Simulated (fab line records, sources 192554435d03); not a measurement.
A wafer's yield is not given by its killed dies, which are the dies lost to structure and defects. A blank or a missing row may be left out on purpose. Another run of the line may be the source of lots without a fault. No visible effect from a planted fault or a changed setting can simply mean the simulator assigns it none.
Chamber matching    flow n5_finfet    rie_diel-03 running N5_DUMMY_GATE_ETCH_31: 4 sister chambers
The step etches SiO2 in C4F6/O2, target depth 82.5 nm, time 27.5 s. 4 wafers are shown with their chamber, then 9 later ones without.

WAFERS, EACH WITH ITS CHAMBER
wafer   chamber  throttle_valve_pct (%)
L083.3  1        21.14
L085.2  3        21.34
L085.3  0        21.34
L085.4  2        20.91

WAFERS MISSING THEIR CHAMBER
wafer   throttle_valve_pct (%)
L087.2  21.35
L087.3  21.34
L087.5  21.15
L089.1  21.15
L089.2  21.33
L089.3  20.91
L091.1  21.35
L091.3  21.17
L091.6  20.92

CHAMBER TAKEN BY EACH
wafer   from the rows above      in truth
L087.2  can't be placed: 0 or 3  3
L087.3  can't be placed: 0 or 3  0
L087.5  1                        1
L089.1  1                        1
L089.2  can't be placed: 0 or 3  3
L089.3  2                        2
L091.1  can't be placed: 0 or 3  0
L091.3  1                        1
L091.6  2                        2
Placed correctly: 5 of 9. Can't be placed from these rows: 4 (the true chamber is among the candidates in 4). Wrongly placed: 0.
How it was worked out, from the rows above alone: a wafer's distance from a chamber is the root of the sum, over the readings, of the square of ((its reading less the chamber's mean) divided by the reading's scatter). If the next closest chamber is less than 2 further off than the closest, the wafer can't be placed; otherwise it belongs to the closest. Each chamber's mean is taken over the wafers shown for it. The scatter: with one shown wafer a chamber, the root of the mean of the squares of how far each hidden wafer lies from its nearest shown one.
